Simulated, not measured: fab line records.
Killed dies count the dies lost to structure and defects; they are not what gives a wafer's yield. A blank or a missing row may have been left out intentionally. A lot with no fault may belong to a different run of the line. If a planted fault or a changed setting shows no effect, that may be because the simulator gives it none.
Split-lot trial + flow n5Finfet + 21 wafers read across 7 lots, on a route 1938 steps long

== THE SPLIT ITSELF ==
At N5_BEOL_M10_COAT_05 (resist thk 90 nm), the setting spinRpm was moved away from the recipe's 1500 rpm on 3 of the 21 wafers read, by -5.9% to -5.4%. All remaining wafers had this setting at the recipe value.

== FROM THE SPLIT TO THE READING: what the file shows between them, 4 steps ==
- N5_BEOL_M10_EBR_07
- N5_BEOL_M10_SOFTBAKE_06: time 60 s
- N5_BEOL_M10_EXPOSE_08: exposes mask M10
- N5_BEOL_M10_PEB_09: peb time 60 s

== THE READING ==
CAR-ArF_of_BEOL_M10_COAT_05.thkNm (the simulator's own value, which no gauge read), in nm, at N5_BEOL_M10_DEVELOP_10 (develop time 30 s). The file does not state a usual value for it. Here, 18 wafers ran the recipe; their average is 88.2 nm with a standard deviation of 0.21 nm.

| wafer  | tool, chamber at the split | spinRpm as run, rpm | against the recipe | CAR-ArF_of_BEOL_M10_COAT_05.thkNm, nm | against lot-mates on the recipe |
|--------|----------------------------|---------------------|--------------------|---------------------------------------|---------------------------------|
| L074.1 | lithoTrack-02, 0           | 1500                | recipe             | 88                                    | -                               |
| L074.2 | lithoTrack-02, 0           | 1500                | recipe             | 88.2                                  | -                               |
| L074.5 | lithoTrack-02, 0           | 1500                | recipe             | 87.8                                  | -                               |
| L079.3 | lithoTrack-01, 0           | 1500                | recipe             | 88.2                                  | -                               |
| L079.4 | lithoTrack-01, 0           | 1500                | recipe             | 88.2                                  | -                               |
| L079.5 | lithoTrack-01, 0           | 1500                | recipe             | 88.2                                  | -                               |
| L081.1 | lithoTrack-01, 0           | 1500                | recipe             | 88.2                                  | -                               |
| L081.2 | lithoTrack-01, 0           | 1500                | recipe             | 88.2                                  | -                               |
| L081.3 | lithoTrack-01, 0           | 1500                | recipe             | 88.2                                  | -                               |
| L080.3 | lithoTrack-05, 0           | 1500                | recipe             | 88.2                                  | -                               |
| L080.6 | lithoTrack-05, 0           | 1500                | recipe             | 88.2                                  | -                               |
| L080.5 | lithoTrack-05, 0           | 1500                | recipe             | 88                                    | -                               |
| L089.1 | lithoTrack-02, 0           | 1500                | recipe             | 88.2                                  | -                               |
| L089.2 | lithoTrack-02, 0           | 1500                | recipe             | 88.6                                  | -                               |
| L089.6 | lithoTrack-02, 0           | 1419                | -5.4%              | 90.8                                  | +2.4                            |
| L092.2 | lithoTrack-01, 0           | 1411                | -5.9%              | 90.8                                  | +2.8                            |
| L092.4 | lithoTrack-01, 0           | 1500                | recipe             | 88                                    | -                               |
| L092.5 | lithoTrack-01, 0           | 1411                | -5.9%              | 90.2                                  | +2.2                            |
| L094.1 | lithoTrack-02, 0           | 1500                | recipe             | 88.6                                  | -                               |
| L094.3 | lithoTrack-02, 0           | 1500                | recipe             | 88.6                                  | -                               |
| L094.6 | lithoTrack-02, 0           | 1500                | recipe             | 88.4                                  | -                               |

FIT RESULTS
A straight line over all 21 wafers: CAR-ArF_of_BEOL_M10_COAT_05.thkNm changes by -0.411 nm for each +1% of spinRpm; r = -0.96; the points scatter about the line by 0.25 nm.
The same after taking each lot's own level away (the mean of its wafers on the recipe; 21 wafers): -0.428 nm for each +1%; r = -0.99; scatter 0.15 nm.
Per that fit: largest spinRpm move, reading shift of 2.5 nm.
The span of the lots' own levels, 88.00 to 88.53 nm, comes to 2.5 times the standard deviation stated above.
Hence the lot-to-lot level has little effect on the slope; both slopes agree.
Check: for one of the wafers moved furthest among these (-5.9%), held out of the fit, the line's prediction against its lot-mates is +2.4 nm. It came out at +2.8 nm against them.

== THESE WAFERS: OTHER SPLITS ==
Other splits were also applied to these wafers ahead of the reading. Each is held against what the fit with the lots' levels taken away leaves over:
| other split on the same wafers | wafers away from the commonest value | r with CAR-ArF_of_BEOL_M10_COAT_05.thkNm (lot level and that fit taken away) |
|--------------------------------|--------------------------------------|------------------------------------------------------------------------------|
| N5_BEOL_M9_EXPOSE_08 doseMj    | 8                                    | +0.22                                                                        |

== THE WHOLE CHAIN: every reading that the file lists as answering this split, in the file's order ==
| step                   | what it does      | reading                                                                            | change (the file's fit)               | r (the file's) |
|------------------------|-------------------|------------------------------------------------------------------------------------|---------------------------------------|----------------|
| N5_BEOL_M10_COAT_05    | resist thk 90 nm  | CAR-ArF_of_BEOL_M10_COAT_05.thkNm (the simulator's own value, which no gauge read) | -0.423 nm for each +1% of the setting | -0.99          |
| N5_BEOL_M10_DEVELOP_10 | develop time 30 s | CAR-ArF_of_BEOL_M10_COAT_05.thkNm (the simulator's own value, which no gauge read) | -0.432 nm for each +1% of the setting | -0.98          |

== FILE'S OWN FIT ==
CAR-ArF_of_BEOL_M10_COAT_05.thkNm changes by -0.432 nm for each +1% of spinRpm, r = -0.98.
